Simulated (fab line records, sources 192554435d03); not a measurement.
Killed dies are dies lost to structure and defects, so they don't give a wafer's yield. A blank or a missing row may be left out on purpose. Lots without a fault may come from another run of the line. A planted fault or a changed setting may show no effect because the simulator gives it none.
Chamber matching | flow n5_finfet | N5_MOL_CONTACT_COAG_ALD_20 on ald_metal-02: 4 sister chambers
The step deposits TiN, target thk 1.5 nm, pulse time 1 s, purge time 3 s. 33 wafers are shown with their chamber, then 12 later ones without.

WAFERS WITH THEIR CHAMBER
wafer  | chamber | heater_power_w (W) | susceptor_temp_C (C) | precursor_pulse_height_rel
L074.1 | 2       | 914                | 399.31               | 0.998
L074.2 | 3       | 814                | 399.88               | 1.027
L074.3 | 0       | 1029               | 399.92               | 0.988
L075.2 | 3       | 823                | 400.38               | 0.985
L075.5 | 0       | 992                | 399.98               | 1.051
L075.6 | 1       | 956                | 400.14               | 0.959
L076.3 | 0       | 1032               | 400.11               | 0.988
L076.4 | 2       | 908                | 400.11               | 0.988
L076.5 | 3       | 813                | 400.11               | 0.969
L078.2 | 3       | 829                | 399.65               | 0.996
L078.3 | 0       | 1007               | 400.38               | 0.980
L078.4 | 1       | 971                | 400.17               | 0.956
L079.1 | 1       | 976                | 399.97               | 0.987
L079.3 | 0       | 1042               | 399.98               | 1.021
L079.4 | 3       | 825                | 399.95               | 1.016
L081.2 | 1       | 961                | 399.80               | 1.019
L081.5 | 3       | 814                | 400.19               | 0.987
L081.6 | 1       | 995                | 399.93               | 1.010
L082.1 | 1       | 1003               | 400.33               | 1.020
L082.4 | 0       | 1030               | 400.32               | 1.000
L082.5 | 3       | 808                | 399.99               | 1.017
L084.1 | 0       | 1012               | 400.45               | 0.989
L084.3 | 3       | 825                | 400.24               | 0.945
L084.4 | 3       | 831                | 400.02               | 0.988
L086.1 | 3       | 811                | 399.43               | 1.020
L086.2 | 0       | 1013               | 400.06               | 0.988
L086.4 | 1       | 972                | 400.35               | 1.006
L088.1 | 1       | 994                | 400.05               | 0.973
L088.2 | 3       | 821                | 399.81               | 1.002
L088.4 | 2       | 927                | 400.04               | 1.009
L090.3 | 3       | 818                | 399.87               | 0.977
L090.4 | 1       | 985                | 400.19               | 0.970
L090.6 | 3       | 808                | 400.24               | 0.983

SIGNATURES (means of the wafers above)
reading                    | chamber 0 | chamber 1 | chamber 2 | chamber 3 | scatter within a chamber
heater_power_w             | 1019.62   | 979.22    | 916.33    | 818.46    | 12.9
susceptor_temp_C           | 400.1500  | 400.1033  | 399.8200  | 399.9815  | 0.247
precursor_pulse_height_rel | 1.00062   | 0.98889   | 0.99833   | 0.99323   | 0.0234
Rule: a wafer's distance from a chamber is the root of the sum, over the readings, of the square of ((its reading less the chamber's mean) divided by the reading's scatter). The wafer belongs to the nearest chamber; if the next one is less than 2 further off, it can't be placed. The scatter: the root of (the sum of the squares of (reading less its chamber's mean) over the shown wafers, divided by (wafers less chambers)).

WAFERS WITHOUT THEIR CHAMBER
wafer  | heater_power_w (W) | susceptor_temp_C (C) | precursor_pulse_height_rel
L092.2 | 819                | 400.28               | 1.005
L092.3 | 916                | 400.03               | 1.021
L092.4 | 1044               | 400.42               | 0.994
L094.1 | 993                | 400.08               | 1.016
L094.3 | 937                | 399.99               | 0.987
L094.5 | 939                | 400.15               | 1.043
L095.3 | 1025               | 400.01               | 0.961
L095.4 | 803                | 400.00               | 0.976
L095.5 | 917                | 400.07               | 0.988
L097.1 | 827                | 400.03               | 1.000
L097.3 | 972                | 399.82               | 0.998
L097.5 | 993                | 400.12               | 0.956

WHICH CHAMBER EACH WENT THROUGH
wafer  | from the rows above     | in truth
L092.2 | 3                       | 3
L092.3 | 2                       | 2
L092.4 | 0                       | 0
L094.1 | can't be placed: 1 or 0 | 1
L094.3 | can't be placed: 2 or 1 | 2
L094.5 | can't be placed: 2 or 1 | 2
L095.3 | can't be placed: 0 or 1 | 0
L095.4 | 3                       | 3
L095.5 | 2                       | 2
L097.1 | 3                       | 3
L097.3 | 1                       | 1
L097.5 | can't be placed: 1 or 0 | 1
Placed correctly: 7 of 12. Can't be placed from these rows: 5 (the true chamber is among the candidates in 5). Placed wrongly: 0.
